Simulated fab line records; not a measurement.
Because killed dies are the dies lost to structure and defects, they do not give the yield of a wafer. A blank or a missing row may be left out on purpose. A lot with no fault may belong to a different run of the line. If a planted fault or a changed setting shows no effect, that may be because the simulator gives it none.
fab line records + flow n5Finfet
record
- lots=11
- wafers=31
- lastDay=17
route steps=1938 shown BEOL_M11@1558
lots untouched by any fault: they come from a run of this same line in which no faults occurred
startH: the number of hours between the record's first day and the start of the first shown wafer of the lot + waitH: hours from the lot's prior step to this one + " same as the row above + L1.1+2: a single row standing in for several wafers + - either no value or no given start + * or withheld: withheld + < > ~ a bound
route shown NAME@n: names a module that has steps shown in the file, with the first one's number in the route + usual: average and standard deviation across the fault-free wafers + same: alike in all rows + chamber/n: place in a boat + sites: readings site by site + _std_site: how widely they spread, as a standard deviation + _edge_site: inner sites' mean taken away from outer sites' mean + radiusMm: for every site, how far away it sits from the centre of the wafer + mask NAME#n: copy n + behind: tool/chamber where the wafer was last shaped + hold: reason for holding the lot/hours on hold/outcome of the hold + device: transistor that didn't switch, given as n, p or np + end of line: tests run on the same wafers once the route is complete + a step given without rows: its recipe and nothing more + killed: the dies lost at the first sort to structure and to defects; this is not the yield of the wafer + map: per-die view of a wafer (x killed, . not killed, _ where there is no die)
set.NAME: the run value of the setting; set.NAME@STEP: its run value at that earlier step + model.NAME: the simulator's own value behind a step, which no gauge read
steps of the route over a sample of lots; a table a step, a row a wafer
services: a tool's chamber out of use, with start hour (startH, from the record's first day; less than 0 if before it), hours out, and reason
## steps
# step N5_BEOL_M11_STRIP_19
# recipe
- chemistry=O2
- powerW=400
- tempC=40
- pressureMtorr=30
- rfFrequencyHz=6e+07
- biasPowerW=0
- overashFraction=0.2
- o2FlowSccm=225
# usual
- drypumpMotorCurrentA=5.8/0.56
- oesProductAu=0.79/0.065
- rfVppV=3.6/0.61
- showerheadPlenumPTorr=2.10/0.076
- throttleValvePct=16.68/0.2
| lot.wafer | tool       | chamber | startH | waitH | drypumpMotorCurrentA | oesProductAu | rfHoursCounterH | rfVppV | showerheadPlenumPTorr | throttleValvePct |
|-----------|------------|---------|--------|-------|----------------------|--------------|-----------------|--------|-----------------------|------------------|
| L958.1    | rieDiel-06 | 2       | 228.21 | 0.1   | 6.5                  | 0.76         | 165             | 3.0    | 2.09                  | 16.79            |
| L958.4    | "          | 1       | "      | "     | 5.5                  | 0.72         | 195             | 3.4    | 1.99                  | 16.63            |
| L958.6    | "          | 1       | "      | "     | 5.5                  | 0.72         | -               | 3.2    | 1.99                  | 16.65            |
| L959.1    | rieDiel-02 | 2       | 241.47 | 0.1   | 5.1                  | 0.81         | 95              | 2.9    | 2.03                  | 16.57            |
| L959.2    | "          | 1       | "      | "     | 5.6                  | 0.73         | 183             | 3.4    | 2.18                  | 16.80            |
| L959.3    | "          | 0       | "      | "     | 5.1                  | 0.88         | 38              | 3.4    | 2.22                  | 16.80            |
| L961.1    | rieDiel-05 | 3       | 259.75 | 0.3   | 5.8                  | 0.92         | 17              | 3.5    | 2.24                  | 16.55            |
| L961.2    | "          | 2       | "      | "     | 5.4                  | 0.71         | 204             | 4.0    | 2.07                  | 17.03            |
| L961.6    | "          | 1       | "      | "     | 5.8                  | 0.72         | -               | 4.3    | 2.17                  | 16.89            |
| L962.2    | rieDiel-02 | 3       | 286.67 | 0.1   | 6.5                  | 0.86         | 44              | 4.4    | 2.15                  | 16.47            |
| L962.4    | "          | 2       | "      | "     | 5.1                  | 0.78         | 108             | 2.2    | 2.03                  | 16.63            |
| L962.5    | "          | 0       | "      | "     | 5.1                  | 0.87         | -               | 2.7    | 2.21                  | 16.80            |
| L966.2    | rieDiel-06 | 1       | 294.12 | 0.2   | 5.5                  | 0.72         | 215             | 3.5    | 1.98                  | 16.66            |
| L966.4    | "          | 2       | "      | "     | 6.5                  | 0.74         | 185             | 3.8    | 2.08                  | 16.80            |
| L966.5    | "          | 2       | "      | "     | 6.5                  | 0.75         | -               | 4.7    | 2.08                  | 16.82            |
| L968.2    | rieDiel-02 | 2       | 315.46 | 0.3   | 5.1                  | 0.78         | 117             | 4.2    | 2.02                  | 16.63            |
| L968.3    | "          | 0       | "      | "     | 5.1                  | 0.85         | 61              | 3.3    | 2.21                  | 16.82            |
| L970.1    | rieDiel-06 | 3       | 318.67 | 0.8   | 6.5                  | 0.80         | 115             | 3.0    | 2.03                  | 16.75            |
| L970.3    | "          | 1       | "      | "     | 5.5                  | 0.71         | 219             | 3.1    | 1.98                  | 16.69            |
| L971.1    | rieDiel-06 | 3       | 332.26 | 0.1   | 6.6                  | 0.79         | 120             | 3.4    | 2.03                  | 16.76            |
| L971.2    | "          | 2       | "      | "     | 6.5                  | 0.75         | 191             | 3.6    | 2.08                  | 16.81            |
| L971.3    | "          | 1       | "      | "     | 5.5                  | 0.71         | 224             | 3.3    | 1.98                  | 16.69            |
| L975.2    | rieDiel-06 | 2       | 346.14 | 0.1   | 6.5                  | 0.74         | 194             | 4.5    | 2.08                  | 16.85            |
| L975.3    | "          | 1       | "      | "     | 5.5                  | 0.70         | 230             | 3.7    | 1.98                  | 16.70            |
| L975.5    | "          | 3       | "      | "     | 6.5                  | 0.77         | -               | 3.1    | 2.03                  | 16.76            |
| L973.1    | rieDiel-02 | 2       | 347.29 | 0.1   | 5.0                  | 0.77         | 129             | 4.1    | 2.02                  | 16.66            |
| L973.4    | "          | 1       | "      | "     | 5.6                  | 0.70         | 217             | 3.1    | 2.16                  | 16.87            |
| L973.5    | "          | 3       | "      | "     | 6.6                  | 0.83         | -               | 3.8    | 2.14                  | 16.49            |
| L974.1    | rieDiel-02 | 3       | 347.50 | 0.1   | 6.5                  | 0.84         | 66              | 3.8    | 2.14                  | 16.49            |
| L974.2    | "          | 0       | "      | "     | 5.1                  | 0.83         | 70              | 4.3    | 2.20                  | 16.87            |
| L974.5    | "          | 3       | "      | "     | 6.5                  | 0.84         | -               | 3.4    | 2.14                  | 16.50            |
# step N5_BEOL_M11_CD_MEAS_18
# recipe
- pitchNm=140
- targetCdNm=70
# usual
- cdNm=70.0/0.56
| lot.wafer | tool     | chamber | startH | waitH | cdNm |
|-----------|----------|---------|--------|-------|------|
| L958.1    | cdSem-02 | -       | 228.28 | 0.0   | 69.7 |
| L958.4    | "        | -       | "      | "     | 70.4 |
| L958.6    | "        | -       | "      | "     | 69.6 |
| L959.1    | cdSem-03 | -       | 241.54 | 0.0   | 70.4 |
| L959.2    | "        | -       | "      | "     | 70.5 |
| L959.3    | "        | -       | "      | "     | 70.7 |
| L961.1    | cdSem-02 | -       | 259.82 | 0.0   | 69.5 |
| L961.2    | "        | -       | "      | "     | 69.9 |
| L961.6    | "        | -       | "      | "     | 69.9 |
| L962.2    | cdSem-01 | -       | 286.74 | 0.1   | 69.8 |
| L962.4    | "        | -       | "      | "     | 69.5 |
| L962.5    | "        | -       | "      | "     | 69.6 |
| L966.2    | cdSem-01 | -       | 294.19 | 0.1   | 70.9 |
| L966.4    | "        | -       | "      | "     | 70.0 |
| L966.5    | "        | -       | "      | "     | 71.3 |
| L968.2    | cdSem-03 | -       | 315.53 | 0.1   | 69.9 |
| L968.3    | "        | -       | "      | "     | 70.6 |
| L970.1    | cdSem-02 | -       | 318.74 | 0.0   | 70.3 |
| L970.3    | "        | -       | "      | "     | 70.4 |
| L971.1    | cdSem-03 | -       | 332.33 | 0.0   | 70.5 |
| L971.2    | "        | -       | "      | "     | 68.9 |
| L971.3    | "        | -       | "      | "     | 69.5 |
| L975.2    | cdSem-03 | -       | 346.21 | 0.1   | 70.3 |
| L975.3    | "        | -       | "      | "     | 70.7 |
| L975.5    | "        | -       | "      | "     | 70.1 |
| L973.1    | cdSem-02 | -       | 347.36 | 0.0   | 70.0 |
| L973.4    | "        | -       | "      | "     | 70.1 |
| L973.5    | "        | -       | "      | "     | 70.4 |
| L974.1    | cdSem-01 | -       | 347.57 | 0.0   | 70.6 |
| L974.2    | "        | -       | "      | "     | 69.9 |
| L974.5    | "        | -       | "      | "     | 69.3 |
# step N5_BEOL_M11_ETCH_66
# recipe
- chemistry=N2/H2
- target=SOC
- targetDepthA=1200
- overetchA=240
- maskMaterial=SiARC
- tempC=40
- timeS=180
- ionEnergyEv=200
- pressureMtorr=30
- sourceW=840
- biasW=150
- n2FlowSccm=200
- h2FlowSccm=200
# usual
- drypumpMotorCurrentA=5.8/0.53
- n2FlowSccm=200.0/0.61
- oesProductAu=0.64/0.05
- rfVppV=524.1/2.6
- runLengthS=203.4/0.52
- showerheadPlenumPTorr=2.55/0.09
- throttleValvePct=17.85/0.25
| lot.wafer | tool       | chamber | startH | waitH | drypumpMotorCurrentA | n2FlowSccm | oesProductAu | rfHoursCounterH | rfVppV | runLengthS | showerheadPlenumPTorr | throttleValvePct |
|-----------|------------|---------|--------|-------|----------------------|------------|--------------|-----------------|--------|------------|-----------------------|------------------|
| L958.1    | rieDiel-05 | 3       | 229.52 | 0.0   | 5.8                  | 200.9      | 0.75         | 11              | 527.8  | 202.9      | 2.71                  | 17.73            |
| L958.4    | "          | 2       | "      | "     | 5.4                  | 200.9      | 0.59         | 197             | 523.3  | 202.6      | 2.53                  | 18.25            |
| L958.6    | "          | 0       | "      | "     | 5.6                  | 200.7      | 0.74         | -               | 521.0  | 203.9      | 2.50                  | 17.49            |
| L959.1    | rieDiel-02 | 2       | 242.12 | 0.0   | 5.1                  | 200.3      | 0.66         | 96              | 522.3  | 203.3      | 2.46                  | 17.68            |
| L959.2    | "          | 0       | "      | "     | 5.1                  | 199.8      | 0.70         | 38              | 527.2  | 203.3      | 2.70                  | 18.03            |
| L959.3    | "          | 1       | "      | "     | 5.6                  | 199.7      | 0.59         | 183             | 525.4  | 204.7      | 2.64                  | 18.08            |
| L961.1    | rieDiel-02 | 0       | 260.40 | 0.0   | 5.1                  | 199.4      | 0.71         | 43              | 528.7  | 203.1      | 2.70                  | 18.04            |
| L961.2    | "          | 1       | "      | "     | 5.5                  | 200.7      | 0.59         | 187             | 527.2  | 203.8      | 2.64                  | 18.10            |
| L961.6    | "          | 1       | "      | "     | 5.6                  | 201.2      | 0.59         | -               | 526.7  | 204.0      | 2.64                  | 18.10            |
| L962.2    | rieDiel-02 | 3       | 288.30 | 0.0   | 6.6                  | 200.4      | 0.69         | 44              | 526.1  | 203.3      | 2.58                  | 17.46            |
| L962.4    | "          | 0       | "      | "     | 5.1                  | 200.8      | 0.69         | 51              | 528.8  | 203.3      | 2.70                  | 18.07            |
| L962.5    | "          | 0       | "      | "     | 5.1                  | 199.5      | 0.68         | -               | 529.4  | 203.1      | 2.70                  | 18.05            |
| L966.2    | rieDiel-02 | 1       | 298.01 | 0.0   | 5.6                  | 199.5      | 0.59         | 198             | 526.3  | 204.0      | 2.64                  | 18.10            |
| L966.4    | "          | 2       | "      | "     | 5.1                  | 200.8      | 0.64         | 111             | 522.3  | 203.4      | 2.46                  | 17.69            |
| L966.5    | "          | 2       | "      | "     | 5.1                  | 200.9      | 0.63         | -               | 521.4  | 203.0      | 2.46                  | 17.69            |
| L968.2    | rieDiel-02 | 1       | 317.51 | 0.0   | 5.5                  | 199.2      | 0.49         | 206             | 525.8  | 275.2      | 2.63                  | 18.11            |
| L968.3    | "          | 2       | "      | "     | 5.1                  | 199.3      | 0.63         | 119             | 520.2  | 202.8      | 2.46                  | 17.71            |
| L970.1    | rieDiel-02 | 3       | 319.80 | 0.0   | 6.6                  | 200.0      | 0.58         | 56              | 524.2  | 275.2      | 2.58                  | 17.47            |
| L970.3    | "          | 1       | "      | "     | 5.5                  | 199.8      | 0.58         | 207             | 525.8  | 204.2      | 2.63                  | 18.13            |
| L971.1    | rieDiel-06 | 3       | 333.84 | 0.0   | 6.6                  | 199.7      | 0.64         | 120             | 520.9  | 204.4      | 2.46                  | 17.84            |
| L971.2    | "          | 1       | "      | "     | 5.5                  | 200.3      | 0.58         | 224             | 519.0  | 203.5      | 2.41                  | 17.95            |
| L971.3    | "          | 2       | "      | "     | 6.5                  | 200.4      | 0.60         | 191             | 522.2  | 203.8      | 2.52                  | 17.86            |
| L973.1    | rieDiel-02 | 0       | 348.32 | 0.0   | 5.1                  | 200.2      | 0.57         | 70              | 527.6  | 274.1      | 2.69                  | 18.05            |
| L973.4    | "          | 2       | "      | "     | 5.1                  | 199.4      | 0.62         | 129             | 520.1  | 203.5      | 2.45                  | 17.73            |
| L973.5    | "          | 3       | "      | "     | 6.6                  | 199.3      | 0.67         | -               | 524.6  | 203.1      | 2.57                  | 17.49            |
| L974.1    | rieDiel-06 | 1       | 348.79 | 0.0   | 5.5                  | 200.2      | 0.57         | 231             | 521.4  | 202.7      | 2.41                  | 17.96            |
| L974.2    | "          | 3       | "      | "     | 6.6                  | 199.8      | 0.63         | 127             | 522.1  | 203.7      | 2.45                  | 17.85            |
| L974.5    | "          | 2       | "      | "     | 6.4                  | 199.3      | 0.60         | -               | 523.8  | 203.8      | 2.52                  | 17.86            |
| L975.2    | rieDiel-05 | 3       | 349.07 | 0.0   | 5.8                  | 200.1      | 0.70         | 41              | 528.1  | 202.8      | 2.69                  | 17.80            |
| L975.3    | "          | 2       | "      | "     | 5.4                  | 200.2      | 0.57         | 232             | 524.1  | 202.6      | 2.51                  | 18.31            |
| L975.5    | "          | 2       | "      | "     | 5.4                  | 200.6      | 0.57         | -               | 523.0  | 202.9      | 2.51                  | 18.32            |
# step N5_BEOL_M11_CURE_72
# recipe
- tempC=370
- timeS=120
- ambient=DMADMS/He
- material=SiCOH_lowk
# usual
- lampPowerPct=52.32/0.053
- wafer_temp_C_max=372.0/0.53
# same
- timeS=120
| lot.wafer | tool      | chamber | startH | waitH | lampPowerPct | wafer_temp_C_max |
|-----------|-----------|---------|--------|-------|--------------|------------------|
| L958.1    | uvCure-03 | 1       | 230.13 | 0.0   | 52.27        | 372.5            |
| L958.4    | "         | 1       | "      | "     | 52.26        | 372.5            |
| L958.6    | "         | 1       | "      | "     | 52.28        | 372.1            |
| L959.1    | uvCure-02 | 2       | 242.72 | 0.0   | 52.25        | 371.8            |
| L959.2    | "         | 2       | "      | "     | 52.28        | 371.6            |
| L959.3    | "         | 2       | "      | "     | 52.31        | 371.8            |
| L961.1    | uvCure-03 | 0       | 261.00 | 0.0   | 52.32        | 371.4            |
| L961.2    | "         | 0       | "      | "     | 52.19        | 371.2            |
| L961.6    | "         | 0       | "      | "     | 52.31        | 371.1            |
| L962.2    | uvCure-02 | 1       | 288.95 | 0.1   | 52.27        | 372.0            |
| L962.4    | "         | 1       | "      | "     | 52.40        | 372.3            |
| L962.5    | "         | 1       | "      | "     | 52.31        | 371.6            |
| L966.2    | uvCure-02 | 1       | 298.66 | 0.1   | 52.22        | 372.6            |
| L966.4    | "         | 1       | "      | "     | 52.35        | 372.6            |
| L966.5    | "         | 1       | "      | "     | 52.38        | 371.9            |
| L968.2    | uvCure-02 | 1       | 318.16 | 0.1   | 52.30        | 371.8            |
| L968.3    | "         | 1       | "      | "     | 52.30        | 372.9            |
| L970.1    | uvCure-02 | 0       | 320.41 | 0.0   | 52.30        | 371.0            |
| L970.3    | "         | 0       | "      | "     | 52.23        | 371.8            |
| L971.1    | uvCure-02 | 1       | 334.83 | 0.1   | 52.23        | 372.2            |
| L971.2    | "         | 1       | "      | "     | 52.29        | 372.5            |
| L971.3    | "         | 1       | "      | "     | 52.23        | 372.5            |
| L973.1    | uvCure-02 | 1       | 348.92 | 0.0   | 52.31        | 372.5            |
| L973.4    | "         | 1       | "      | "     | 52.33        | 372.6            |
| L973.5    | "         | 1       | "      | "     | 52.28        | 372.5            |
| L974.1    | uvCure-03 | 2       | 349.39 | 0.0   | 52.32        | 372.2            |
| L974.2    | "         | 2       | "      | "     | 52.32        | 372.3            |
| L974.5    | "         | 2       | "      | "     | 52.37        | 372.4            |
| L975.2    | uvCure-02 | 2       | 349.82 | 0.1   | 52.27        | 372.0            |
| L975.3    | "         | 2       | "      | "     | 52.39        | 372.0            |
| L975.5    | "         | 2       | "      | "     | 52.34        | 371.8            |
## services
| tool       | chamber | startH | hours | kind   |
|------------|---------|--------|-------|--------|
| uvCure-03  | -       | 238.98 | 1.0   | pm     |
| uvCure-03  | -       | 251.75 | 7.5   | pm     |
| rieDiel-06 | 2       | 297.63 | 7.9   | repair |
| rieDiel-05 | 3       | 298.23 | 8.0   | repair |
| rieDiel-06 | -       | 302.99 | 14.6  | pm     |
| rieDiel-02 | 0       | 316.48 | 3.8   | repair |
| uvCure-02  | -       | 326.17 | 7.5   | pm     |
| rieDiel-06 | 0       | 329.38 | 30.4  | repair |
| rieDiel-02 | 0       | 333.06 | 3.4   | repair |
| rieDiel-06 | 2       | 337.79 | 6.0   | repair |
## key
firstSign
- step=N5_BEOL_M11_ETCH_66
- reading=runLengthS
- direction=up
- sigmas=99+
- usual=*
- struck=*
effect none on later readings
metAt N5_BEOL_M11_ETCH_66
struckLots L968,L970,L973
struckWafers L968.2,L970.1,L973.1
notActingAt N5_BEOL_M11_STRIP_19,N5_BEOL_M11_CD_MEAS_18,N5_BEOL_M11_CURE_72
onsetBetween 298.01 317.51
fault
- kind=processParameterDrift
- tool=rieDiel-02
- chamber=-
- onsetH=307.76
- steps=N5_BEOL_M11_ETCH_66
- channel=timeS
- offset=*
- shape=step
- endH=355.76
- scope=struckWafersOnly
- actsIn=*
- stated=*
